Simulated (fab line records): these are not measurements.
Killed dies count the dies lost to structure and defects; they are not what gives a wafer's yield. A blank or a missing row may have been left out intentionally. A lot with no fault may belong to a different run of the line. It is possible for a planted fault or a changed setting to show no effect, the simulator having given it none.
Matching of chambers + flow nand-harc + NHARC_A_CONTACT_ETCH_92 on rie-diel-08: 4 sister chambers
The step etches the open film in CH3F/O2, target depth 40 nm, time 85.7 s. 4 wafers are shown with their chamber, then 6 later ones without.

EACH WAFER AND ITS CHAMBER
| wafer  | chamber | showerhead-plenum-p-Torr (Torr) |
|--------|---------|---------------------------------|
| L956.6 | 3       | 2.30                            |
| L955.4 | 2       | 2.49                            |
| L966.3 | 1       | 2.45                            |
| L966.4 | 0       | 2.46                            |

WAFERS WITH NO CHAMBER GIVEN
| wafer  | showerhead-plenum-p-Torr (Torr) |
|--------|---------------------------------|
| L966.5 | 2.49                            |
| L964.2 | 2.29                            |
| L964.4 | 2.49                            |
| L964.6 | 2.29                            |
| L969.5 | 2.49                            |
| L969.6 | 2.45                            |

WHICH CHAMBER EACH WENT THROUGH
| wafer  | from the rows above     | in truth |
|--------|-------------------------|----------|
| L966.5 | 2                       | 2        |
| L964.2 | 3                       | 3        |
| L964.4 | 2                       | 2        |
| L964.6 | 3                       | 3        |
| L969.5 | 2                       | 2        |
| L969.6 | can't be placed: 1 or 0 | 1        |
Correct placement for 5 of the 6. Cannot be placed on the basis of these rows: 1; the candidates contain the true chamber in 1. Number placed wrongly: 0.
How it was worked out, from the rows above alone: a wafer's distance from a chamber is the root of the sum, over the readings, of the square of ((its reading less the chamber's mean) divided by the reading's scatter). The wafer belongs to the nearest chamber; if the next one is less than 2 further off, it can't be placed. For every chamber, the mean is computed from those of its wafers that are shown. The scatter: root of mean squared gap, hidden wafer to nearest shown wafer, with one shown wafer a chamber.
